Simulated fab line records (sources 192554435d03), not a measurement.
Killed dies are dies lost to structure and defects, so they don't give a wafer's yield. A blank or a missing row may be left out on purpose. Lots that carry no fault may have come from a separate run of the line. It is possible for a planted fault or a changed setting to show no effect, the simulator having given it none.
Matching of chambers	flow n5 finfet	N5_BEOL_M11_CURE_72 on uv cure-01: 3 sister chambers
The step cures SiCOH lowk, time 120 s. 18 wafers are shown with their chamber, then 9 later ones without.

## WAFERS WITH THEIR CHAMBER
wafer	chamber	wafer_temp_C_max	lamp power pct (%)
L076.2	2	371.9	52.30
L076.3	2	373.3	52.30
L076.6	2	371.2	52.39
L078.1	2	372.0	52.19
L078.5	2	372.1	52.30
L078.6	2	371.7	52.31
L081.2	0	370.6	52.37
L081.3	0	371.0	52.22
L081.4	0	370.7	52.30
L085.2	0	370.8	52.26
L085.3	0	370.6	52.26
L085.6	0	371.0	52.25
L083.1	1	371.5	52.32
L083.4	1	371.5	52.25
L083.5	1	371.9	52.35
L086.1	2	372.2	52.26
L086.3	2	371.8	52.32
L086.4	2	372.0	52.34

SIGNATURES (means of the wafers above)
reading	chamber 0	chamber 1	chamber 2	scatter within a chamber
wafer_temp_C_max	370.783	371.633	372.022	0.431
lamp power pct	52.2767	52.3067	52.3011	0.0535
Rule: for a wafer and a chamber, the distance is found by dividing, reading by reading, the gap between the wafer's reading and the chamber's mean by the reading's scatter, squaring, summing and taking the root. If the next closest chamber is less than 2 further off than the closest, the wafer can't be placed; otherwise it belongs to the closest. How the scatter is found: for the shown wafers, subtract from each reading the mean of its chamber, square and add these, divide the total by (wafers less chambers), then take the root.

## WAFERS WITHOUT THEIR CHAMBER
wafer	wafer_temp_C_max	lamp power pct (%)
L088.1	371.3	52.37
L088.4	372.2	52.31
L088.5	371.8	52.28
L093.3	370.9	52.41
L093.5	371.4	52.29
L093.6	372.0	52.34
L095.1	371.0	52.25
L095.2	371.2	52.28
L095.4	371.2	52.38

## WHICH CHAMBER EACH WENT THROUGH
wafer	from the rows above	in truth
L088.1	can't be placed: 1 or 2 or 0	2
L088.4	can't be placed: 2 or 1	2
L088.5	can't be placed: 1 or 2 or 0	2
L093.3	can't be placed: 0 or 1 or 2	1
L093.5	can't be placed: 1 or 0 or 2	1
L093.6	can't be placed: 2 or 1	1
L095.1	can't be placed: 0 or 1 or 2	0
L095.2	can't be placed: 0 or 1 or 2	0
L095.4	can't be placed: 1 or 0 or 2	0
Correctly placed: 0 of 9. Can't be placed from these rows: 9 (the true chamber is among the candidates in 9). Number placed wrongly: 0.
